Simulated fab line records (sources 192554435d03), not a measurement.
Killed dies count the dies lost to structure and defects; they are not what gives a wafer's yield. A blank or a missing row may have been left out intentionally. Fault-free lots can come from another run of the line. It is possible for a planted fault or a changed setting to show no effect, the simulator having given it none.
A lot that was struck, set against a sound lot | flow n5-finfet | 18 out of 1938 route steps
Sound: the wafers L276.1, L276.2, L276.4. Struck: wafers L280.1, L280.4 (left out: L280.3, a lot-mate that was not struck); the cause follows at the end.
Per side, at each step with rows, come the tool, then ch with its chambers, and then its first start. Under that, the readings that differ: sound wafers | struck wafers | difference of the means | sigmas: that difference in standard deviations of wafers without a fault.
alike: a reading whose means differ by less than 2 such deviations, as well as words and numbers matching on both sides. not compared: withheld readings; readings where some wafer has no value; bounds like >300 that might hide an equal value; numbers whose values overlap and for which the record gives no deviation.
A row with sigmas, a row that says differs or no value, or rows on one side alone: a step with any of these is where the two part. When numbers do not overlap yet have no deviation, they are printed without sigmas and do not part them. A reading missing from all wafers of one side parts the sides only when that side holds two or more wafers.

first, 7 steps without rows for these wafers: N5_BEOL_M0_CUTY_COAT_50 (time 60 s, resist thk 15 nm); N5_BEOL_M0_CUTY_COAT_51 (resist thk 150 nm); N5_BEOL_M0_CUTY_EBR_52; N5_BEOL_M0_CUTY_SOFTBAKE_53 (time 60 s); N5_BEOL_M0_CUTY_EXPOSE_54 (exposes mask M0 ABLK); N5_BEOL_M0_CUTY_PEB_55 (peb time 60 s); N5_BEOL_M0_CUTY_DEVELOP_56 (develop time 30 s).
N5_BEOL_M0_CUTY_CD_MEAS_57: the cd target is 200 nm.
  sound on cd-sem-02 ch 0, day 8 07:08; struck on cd-sem-02 ch 0, day 9 20:15
  alike: cd-nm
N5_BEOL_M0_CUTY_OVL_MEAS_58:
  sound on overlay-02 ch 0, day 8 07:10; struck on overlay-02 ch 0, day 9 20:17
  alike: M0_ABLK_OVL
N5_BEOL_M0_CUTY_INSPECT_59: inspects for defects (macro).
  struck on defect-inspect-02, day 9 20:19; sound on defect-inspect-02, day 8 07:12
  alike: raw-defect-count
N5_BEOL_M0_CUTY_DESCUM_61: chemistry O2, time 7.9 s.
  sound on rie-diel-02 ch 0,2,3, day 8 07:16; struck on rie-diel-05 ch 0,1, day 9 20:20
  alike: drypump-motor-current-A, oes-product-au, rf-vpp-V, showerhead-plenum-p-Torr, throttle-valve-pct
  not compared: rf-hours-counter-h
N5_BEOL_M0_CUTY_ETCH_62: etches SiARC in CF4, time 58.5 s.
  sound on rie-diel-02 ch 0,2,3, day 8 07:18; struck on rie-diel-05 ch 0,1, day 9 20:23
  alike: cf4-flow-sccm, drypump-motor-current-A, etch-rf-on-time-s, oes-product-au, rf-vpp-V, showerhead-plenum-p-Torr, throttle-valve-pct
  not compared: rf-hours-counter-h
N5_BEOL_M0_CUTY_ETCH_63: etches SOC in N2/H2, target depth 82.7 nm, overetch 16.5 nm, time 124 s.
  sound on rie-diel-02 ch 0,2,3, day 8 07:21; struck on rie-diel-05 ch 0,1, day 9 20:25
  reading                                               | sound        | struck    | difference | sigmas
  model.SiO2_of_BEOL_M0_SAQP_SPACER2_ALD_26.thk-nm (nm) | 7 7.2 7      | 4.8 5     | -2.2       |
  model.SiO2_of_BEOL_M0_SAQP_ALD_48.thk-nm (nm)         | 12 12.2 12.4 | 11.6 11.8 | -0.5       |
  alike: drypump-motor-current-A, n2-flow-sccm, oes-product-au, rf-vpp-V, showerhead-plenum-p-Torr, throttle-valve-pct
  not compared: rf-hours-counter-h
then, 1 step without rows for these wafers: N5_BEOL_M0_CUTY_STRIP_64 (strips in N2/H2).
N5_BEOL_M0_ETCH_138: etches SiCN in CH3F/O2, target depth 12 nm, time 31.6 s.
  sound on rie-diel-02 ch 0,2,3, day 8 07:28; struck on rie-diel-05 ch 0,1, day 9 20:33
  alike: drypump-motor-current-A, etch-rf-on-time-s, oes-product-au, rf-vpp-V, showerhead-plenum-p-Torr, throttle-valve-pct
  not compared: rf-hours-counter-h
N5_BEOL_M0_HM_OPEN_105: chemistry Cl2/BCl3, target TiN, target depth 12 nm.
  sound on rie-metal-01 ch 0,1, day 8 07:34; struck on rie-metal-01 ch 0,1, day 9 21:43
  reading                                               | sound       | struck  | difference | sigmas
  model.SiO2_of_BEOL_M0_SAQP_SPACER2_ALD_26.thk-nm (nm) | 2.6 2.6 2.4 | 1.4 1.4 | -1.1       |
  alike: drypump-motor-current-A, oes-product-au, throttle-valve-pct
  not compared: rf-hours-counter-h
N5_BEOL_M0_STRIP_140: strips in CF4.
  sound on rie-diel-05 ch 1,3, day 8 07:44; struck on rie-diel-06 ch 0,2, day 9 21:56
  reading                | sound             | struck      | difference | sigmas
  oes-product-au (a.u.)  | 0.77 0.84 0.84    | 0.67 0.69   | -0.14      | -3
  throttle-valve-pct (%) | 13.21 13.28 13.30 | 14.02 13.89 | +0.69      | +2
  alike: cf4-flow-sccm, drypump-motor-current-A, rf-vpp-V, showerhead-plenum-p-Torr
  not compared: rf-hours-counter-h
-- record jumps: 3 days separate the struck wafers' starts on either side; left off in module BEOL_M0, taken up again in module BEOL_M4, whose first shown step is the route's number 1111 --
N5_BEOL_M4_RC_MEAS_101:
  sound on prober-02 ch 0, day 11 21:07; struck on prober-01 ch 0, day 13 00:12
  alike: DIBL_N, DIBL_P, IOFF_N, IOFF_P, ION_N, ION_P, SS_N, SS_P, VT_N, VT_P

## WHERE THEY PART
Only at N5_BEOL_M0_STRIP_140, as far as this record shows. Later steps at which nothing parts them and some readings are alike: N5_BEOL_M4_RC_MEAS_101.

WHY: whatever the simulator had introduced
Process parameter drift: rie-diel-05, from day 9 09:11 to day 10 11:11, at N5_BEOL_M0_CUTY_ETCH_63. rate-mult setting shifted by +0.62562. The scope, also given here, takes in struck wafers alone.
